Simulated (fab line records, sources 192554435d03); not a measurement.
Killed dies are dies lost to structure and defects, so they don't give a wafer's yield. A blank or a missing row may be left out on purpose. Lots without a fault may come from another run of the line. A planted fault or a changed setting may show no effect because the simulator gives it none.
Which tool did it? | flow n5_finfet | 24 lots, 72 wafers sampled, at 5 steps of a route of 1938

WHAT THE GAUGES READ, wafer by wafer
N5_BEOL_M0_OCD_MEAS_108.
lot  | measured     | on     | trench_depth_nm (nm)
L074 | day 5 22:39  | ocd-01 | 32.4 32.4 32.6
L075 | day 6 05:00  | ocd-01 | 32.3 32.8 32.8
L076 | day 6 08:17  | ocd-01 | 32.6 32.2 33.3
L077 | day 6 18:30  | ocd-01 | 32.9 32.2 32.2
L078 | day 6 22:12  | ocd-02 | 32.1 32.7 32.3
L079 | day 7 06:11  | ocd-02 | 32.9 33.0 32.3
L080 | day 7 10:34  | ocd-01 | 32.8 32.5 33.5
L081 | day 7 19:36  | ocd-01 | 32.4 32.5 32.8
L082 | day 7 20:55  | ocd-02 | 32.8 31.7 32.9
L083 | day 8 08:17  | ocd-02 | 31.9 32.6 32.7
L084 | day 8 08:32  | ocd-02 | 32.1 32.9 33.1
L085 | day 8 16:54  | ocd-02 | 32.3 31.9 33.1
L086 | day 9 03:59  | ocd-01 | 33.1 32.7 31.7
L087 | day 9 04:23  | ocd-01 | 32.8 32.8 31.7
L088 | day 9 08:21  | ocd-02 | 33.2 33.4 31.8
L090 | day 9 23:51  | ocd-02 | 32.4 32.4 31.8
L091 | day 10 05:06 | ocd-01 | 32.3 33.5 33.6
L089 | day 10 05:13 | ocd-02 | 32.7 33.2 32.6
L092 | day 10 11:10 | ocd-02 | 32.5 31.8 32.9
L093 | day 10 17:21 | ocd-02 | 33.1 32.4 33.5
L094 | day 10 21:44 | ocd-02 | 32.3 32.4 33.2
L095 | day 11 04:17 | ocd-02 | 33.4 33.5 33.6
L096 | day 11 16:09 | ocd-01 | 31.7 32.9 34.1
L097 | day 11 17:48 | ocd-01 | 34.2 32.8 33.1

N5_BEOL_M1_CD_MEAS_28: target cd y 23.3 nm.
lot  | measured     | on        | cd_nm (nm)
L074 | day 6 05:17  | cd_sem-01 | 24.00 24.17 24.11
L075 | day 6 10:42  | cd_sem-02 | 23.82 23.73 24.10
L076 | day 6 14:31  | cd_sem-01 | 23.87 24.13 23.85
L077 | day 7 04:32  | cd_sem-01 | 23.74 23.55 24.07
L078 | day 7 08:32  | cd_sem-01 | 24.24 23.98 23.71
L079 | day 7 13:10  | cd_sem-03 | 23.86 24.20 23.72
L080 | day 7 18:40  | cd_sem-01 | 23.76 23.89 24.10
L081 | day 8 00:31  | cd_sem-01 | 23.93 23.86 24.20
L082 | day 8 01:08  | cd_sem-01 | 24.12 24.43 23.95
L083 | day 8 16:02  | cd_sem-01 | 23.78 23.41 23.71
L084 | day 8 16:16  | cd_sem-01 | 24.42 23.63 23.56
L085 | day 8 22:53  | cd_sem-02 | 24.35 24.16 24.23
L086 | day 9 09:40  | cd_sem-01 | 24.28 24.32 24.68
L087 | day 9 09:45  | cd_sem-01 | 23.76 23.67 23.99
L088 | day 9 16:23  | cd_sem-02 | 24.00 24.36 23.84
L090 | day 10 07:52 | cd_sem-02 | 24.31 23.85 23.57
L091 | day 10 12:17 | cd_sem-02 | 24.06 24.26 24.08
L089 | day 10 12:41 | cd_sem-02 | 23.86 23.67 24.11
L092 | day 10 18:50 | cd_sem-03 | 24.29 24.04 24.08
L093 | day 10 22:38 | cd_sem-02 | 23.58 24.14 23.92
L094 | day 11 05:22 | cd_sem-02 | 23.96 24.02 24.30
L095 | day 11 13:38 | cd_sem-02 | 23.91 23.97 23.69
L096 | day 11 23:11 | cd_sem-02 | 24.15 23.82 24.04
L097 | day 11 23:31 | cd_sem-01 | 24.20 23.92 23.89

WHICH TOOL RAN EACH LOT (tool, then ch and the chambers of the sampled wafers, then the start)
lot  | N5_BEOL_M0_SAQP_ETCH_88            | N5_BEOL_M0_SURFACE_TREAT_137 | N5_BEOL_M0_ANNEAL_135
L074 | rie_diel-06 ch 0,2, day 5 19:15    | pvd_sputter-01, day 5 23:50  | pvd_sputter-01, day 6 00:28
L075 | rie_diel-03 ch 0,1,3, day 5 22:52  | pvd_sputter-03, day 6 05:55  | pvd_sputter-01, day 6 07:55
L076 | rie_diel-06 ch 0,2,3, day 6 03:03  | pvd_sputter-01, day 6 09:11  | pvd_sputter-02, day 6 11:27
L077 | rie_diel-03 ch 0,1, day 6 13:05    | pvd_sputter-02, day 6 19:52  | pvd_sputter-02, day 6 20:28
L078 | rie_diel-06 ch 0,2,3, day 6 16:59  | pvd_sputter-01, day 7 00:04  | pvd_sputter-02, day 7 01:59
L079 | rie_diel-06 ch 0,1,2, day 7 04:02  | pvd_sputter-03, day 7 08:50  | pvd_sputter-03, day 7 09:35
L080 | rie_diel-04 ch 0,2,3, day 7 05:05  | pvd_sputter-03, day 7 11:57  | pvd_sputter-03, day 7 12:31
L081 | rie_diel-06 ch 1,2,3, day 7 15:50  | pvd_sputter-01, day 7 20:35  | pvd_sputter-01, day 7 21:05
L082 | rie_diel-06 ch 0,1,3, day 7 18:41  | pvd_sputter-03, day 7 21:32  | pvd_sputter-03, day 7 22:05
L083 | rie_diel-06 ch 0,1,3, day 8 01:08  | pvd_sputter-02, day 8 09:18  | pvd_sputter-01, day 8 11:26
L084 | rie_diel-06 ch 0,1,3, day 8 06:08  | pvd_sputter-02, day 8 09:20  | pvd_sputter-02, day 8 11:34
L085 | rie_diel-06 ch 0,1,2, day 8 13:01  | pvd_sputter-03, day 8 18:14  | pvd_sputter-02, day 8 18:52
L086 | rie_diel-03 ch 0,3, day 8 23:13    | pvd_sputter-01, day 9 04:53  | pvd_sputter-02, day 9 05:22
L087 | rie_diel-06 ch 1,2, day 9 02:14    | pvd_sputter-01, day 9 05:04  | pvd_sputter-01, day 9 05:33
L088 | rie_diel-06 ch 0,3, day 9 04:27    | pvd_sputter-01, day 9 09:22  | pvd_sputter-01, day 9 11:53
L090 | rie_diel-03 ch 0,1, day 9 20:13    | pvd_sputter-03, day 10 04:29 | pvd_sputter-01, day 10 05:04
L091 | rie_diel-04 ch 0,2, day 10 00:20   | pvd_sputter-02, day 10 06:14 | pvd_sputter-02, day 10 06:44
L089 | rie_diel-03 ch 0,2,3, day 10 01:48 | pvd_sputter-02, day 10 06:19 | pvd_sputter-02, day 10 07:15
L092 | rie_diel-03 ch 0,2,3, day 10 07:15 | pvd_sputter-03, day 10 12:34 | pvd_sputter-01, day 10 13:09
L093 | rie_diel-03 ch 0,1,3, day 10 10:45 | pvd_sputter-02, day 10 18:17 | pvd_sputter-03, day 10 18:50
L094 | rie_diel-06 ch 1,2, day 10 18:32   | pvd_sputter-01, day 11 00:33 | pvd_sputter-02, day 11 01:04
L095 | rie_diel-03 ch 0,1,3, day 10 22:47 | pvd_sputter-02, day 11 05:28 | pvd_sputter-03, day 11 07:21
L096 | rie_diel-04 ch 0,2,3, day 11 10:40 | pvd_sputter-03, day 11 17:52 | pvd_sputter-02, day 11 18:34
L097 | rie_diel-03 ch 0,1,3, day 11 12:52 | pvd_sputter-02, day 11 19:10 | pvd_sputter-03, day 11 20:01
- N5_BEOL_M0_SAQP_ETCH_88: etches underlayer in N2/H2, target depth 6.5 nm, time 5.2 s.
- N5_BEOL_M0_SURFACE_TREAT_137
- N5_BEOL_M0_ANNEAL_135: time 60 s.

WHAT THE TOOLS THEMSELVES READ (means of the sampled wafers that have a number; where no wafer has one, the mark that the record gives instead)
N5_BEOL_M0_SAQP_ETCH_88.
lot  | tool        | bias_w (W) | drypump_motor_current_A (A) | etch_rf_on_time_s (s) | oes_product_au (a.u.) | rf_vpp_V (V) | showerhead_plenum_p_Torr (Torr) | throttle_valve_pct (%)
L074 | rie_diel-06 | 150.0      | 5.4                         | 5.17                  | 0.69                  | 526.1        | 2.60                            | 18.0
L075 | rie_diel-03 | 149.6      | 6.0                         | 5.18                  | 0.69                  | 526.3        | 2.60                            | 17.7
L076 | rie_diel-06 | 150.4      | 5.6                         | 5.18                  | 0.63                  | 525.8        | 2.61                            | 17.9
L077 | rie_diel-03 | 150.2      | 5.8                         | 5.15                  | 0.73                  | 524.3        | 2.54                            | 17.6
L078 | rie_diel-06 | 150.0      | 5.6                         | 5.27                  | 0.62                  | 524.7        | 2.60                            | 17.9
L079 | rie_diel-06 | 150.0      | 5.6                         | 5.23                  | 0.64                  | 525.8        | 2.57                            | 18.1
L080 | rie_diel-04 | 150.0      | 5.8                         | 5.17                  | 0.65                  | 522.9        | 2.51                            | 18.0
L081 | rie_diel-06 | 150.2      | 5.6                         | 5.19                  | 0.71                  | 523.9        | 2.57                            | 17.9
L082 | rie_diel-06 | 150.2      | 5.8                         | 5.20                  | 0.67                  | 525.6        | 2.58                            | 17.9
L083 | rie_diel-06 | 150.4      | 5.8                         | 5.16                  | 0.67                  | 525.7        | 2.58                            | 17.9
L084 | rie_diel-06 | 149.6      | 5.8                         | 5.23                  | 0.66                  | 524.8        | 2.58                            | 17.9
L085 | rie_diel-06 | 149.8      | 5.6                         | 5.25                  | 0.63                  | 524.8        | 2.57                            | 18.1
L086 | rie_diel-03 | 150.8      | 6.1                         | 5.16                  | 0.69                  | 524.4        | 2.59                            | 17.6
L087 | rie_diel-06 | 150.3      | 5.7                         | 5.26                  | 0.63                  | 524.1        | 2.53                            | 18.3
L088 | rie_diel-06 | 150.3      | 5.7                         | 5.20                  | 0.66                  | 524.7        | 2.61                            | 17.7
L090 | rie_diel-03 | 149.8      | 5.9                         | 5.19                  | 0.67                  | 523.9        | 2.59                            | 18.0
L091 | rie_diel-04 | 150.1      | 5.9                         | 5.15                  | 0.73                  | 522.4        | 2.47                            | 18.0
L089 | rie_diel-03 | 150.3      | 6.1                         | 5.19                  | 0.72                  | 523.0        | 2.53                            | 17.5
L092 | rie_diel-03 | 150.7      | 6.1                         | 5.15                  | 0.72                  | 522.6        | 2.53                            | 17.6
L093 | rie_diel-03 | 150.2      | 6.0                         | 5.18                  | 0.67                  | 525.5        | 2.58                            | 17.8
L094 | rie_diel-06 | 150.0      | 5.4                         | 5.27                  | 0.66                  | 523.7        | 2.55                            | 18.2
L095 | rie_diel-03 | 150.0      | 6.0                         | 5.22                  | 0.66                  | 525.4        | 2.58                            | 17.8
L096 | rie_diel-04 | 150.2      | 5.8                         | 5.17                  | 0.70                  | 522.6        | 2.50                            | 17.9
L097 | rie_diel-03 | 150.0      | 6.0                         | 5.20                  | 0.67                  | 524.0        | 2.58                            | 17.8

N5_BEOL_M0_SURFACE_TREAT_137.
lot  | tool           | ar_flow_sccm (sccm)
L074 | pvd_sputter-01 | 29.97
L075 | pvd_sputter-03 | 30.05
L076 | pvd_sputter-01 | 30.03
L077 | pvd_sputter-02 | 30.02
L078 | pvd_sputter-01 | 29.99
L079 | pvd_sputter-03 | 30.05
L080 | pvd_sputter-03 | 29.91
L081 | pvd_sputter-01 | 30.11
L082 | pvd_sputter-03 | 30.19
L083 | pvd_sputter-02 | 29.96
L084 | pvd_sputter-02 | 30.09
L085 | pvd_sputter-03 | 29.97
L086 | pvd_sputter-01 | 29.93
L087 | pvd_sputter-01 | 30.00
L088 | pvd_sputter-01 | 29.93
L090 | pvd_sputter-03 | 30.02
L091 | pvd_sputter-02 | 29.98
L089 | pvd_sputter-02 | 30.03
L092 | pvd_sputter-03 | 30.05
L093 | pvd_sputter-02 | 30.02
L094 | pvd_sputter-01 | 30.03
L095 | pvd_sputter-02 | 30.01
L096 | pvd_sputter-03 | 29.97
L097 | pvd_sputter-02 | 30.04

N5_BEOL_M0_ANNEAL_135.
lot  | tool           | heater_power_w (W) | susceptor_temp_C (C)
L074 | pvd_sputter-01 | 804                | 400.07
L075 | pvd_sputter-01 | 881                | 399.95
L076 | pvd_sputter-02 | 810                | 400.22
L077 | pvd_sputter-02 | 839                | 399.88
L078 | pvd_sputter-02 | 788                | 400.12
L079 | pvd_sputter-03 | 896                | 400.16
L080 | pvd_sputter-03 | 777                | 400.14
L081 | pvd_sputter-01 | 816                | 400.02
L082 | pvd_sputter-03 | 894                | 399.95
L083 | pvd_sputter-01 | 804                | 400.01
L084 | pvd_sputter-02 | 863                | 400.12
L085 | pvd_sputter-02 | 855                | 399.99
L086 | pvd_sputter-02 | 862                | 399.99
L087 | pvd_sputter-01 | 687                | 400.02
L088 | pvd_sputter-01 | 895                | 400.04
L090 | pvd_sputter-01 | 806                | 400.02
L091 | pvd_sputter-02 | 801                | 399.91
L089 | pvd_sputter-02 | 806                | 399.85
L092 | pvd_sputter-01 | 802                | 400.13
L093 | pvd_sputter-03 | 823                | 400.14
L094 | pvd_sputter-02 | 875                | 399.96
L095 | pvd_sputter-03 | 931                | 400.00
L096 | pvd_sputter-02 | 791                | 400.00
L097 | pvd_sputter-03 | 840                | 400.02

THE ANSWER, worked out from the rows above alone
Rule: what is usual is taken from the lots themselves. Put in order of their means at a reading, lots are off if they are a third of the lots or fewer, leave a main group of 4 or more, and stand apart from it by a gap of 3 or more times the standard deviation of the main group's means; of several such gaps the widest counts. A main group whose means are all the same, to the digits that the tables above print for the reading, isn't used. A lot without any number at a reading at which 4 lots or more have one is off too. The other lots that the step has rows for count as sound. The gauges are gone through in route order, then the tools' own readings, and for those a lot's mean is taken as printed above. The first step at which some lot is off is used, and at that step the reading that is off furthest; a lot without a number counts as furthest.
No lot is off at any reading shown: from this, nothing can be told.

WHAT THE SIMULATOR HAD PUT IN
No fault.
